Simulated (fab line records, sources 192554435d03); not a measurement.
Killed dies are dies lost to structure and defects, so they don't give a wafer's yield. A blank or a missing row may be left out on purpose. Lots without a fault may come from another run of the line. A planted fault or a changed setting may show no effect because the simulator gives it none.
Chamber matching | flow n5_finfet | N5_BEOL_M4_DEP_57 on pecvd-03: 3 sister chambers
The step deposits SiCN from 3MS/NH3, target thk 8 nm, time 14 s. 14 wafers are shown with their chamber, then 7 later ones without.

WAFERS WITH THEIR CHAMBER
wafer  | chamber | showerhead_plenum_p_Torr (Torr) | throttle_valve_pct (%)
L077.1 | 0       | 3.660                           | 8.7
L077.2 | 2       | 3.663                           | 8.8
L077.5 | 2       | 3.656                           | 8.6
L081.2 | 1       | 3.707                           | 9.3
L081.5 | 1       | 3.697                           | 9.0
L081.6 | 0       | 3.651                           | 8.5
L079.2 | 0       | 3.666                           | 8.7
L079.3 | 1       | 3.702                           | 9.5
L079.4 | 2       | 3.654                           | 8.4
L083.1 | 2       | 3.657                           | 8.2
L083.3 | 1       | 3.688                           | 9.1
L083.4 | 2       | 3.661                           | 8.7
L086.3 | 2       | 3.654                           | 8.3
L086.4 | 0       | 3.660                           | 8.5

SIGNATURES (means of the wafers above)
reading                  | chamber 0 | chamber 1 | chamber 2 | scatter within a chamber
showerhead_plenum_p_Torr | 3.65925   | 3.69850   | 3.65750   | 0.00589
throttle_valve_pct       | 8.600     | 9.225     | 8.500     | 0.206
Rule: a wafer's distance from a chamber is the root of the sum, over the readings, of the square of ((its reading less the chamber's mean) divided by the reading's scatter). The wafer belongs to the nearest chamber; if the next one is less than 2 further off, it can't be placed. The scatter: the root of (the sum of the squares of (reading less its chamber's mean) over the shown wafers, divided by (wafers less chambers)).

WAFERS WITHOUT THEIR CHAMBER
wafer  | showerhead_plenum_p_Torr (Torr) | throttle_valve_pct (%)
L086.5 | 3.653                           | 8.4
L088.1 | 3.664                           | 8.7
L088.3 | 3.655                           | 8.5
L088.6 | 3.663                           | 8.3
L089.1 | 3.677                           | 8.8
L089.3 | 3.657                           | 8.6
L089.5 | 3.663                           | 8.4

WHICH CHAMBER EACH WENT THROUGH
wafer  | from the rows above          | in truth
L086.5 | can't be placed: 2 or 0      | 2
L088.1 | can't be placed: 0 or 2      | 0
L088.3 | can't be placed: 2 or 0      | 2
L088.6 | can't be placed: 2 or 0      | 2
L089.1 | can't be placed: 0 or 2 or 1 | 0
L089.3 | can't be placed: 0 or 2      | 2
L089.5 | can't be placed: 2 or 0      | 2
Placed correctly: 0 of 7. Can't be placed from these rows: 7 (the true chamber is among the candidates in 7). Placed wrongly: 0.
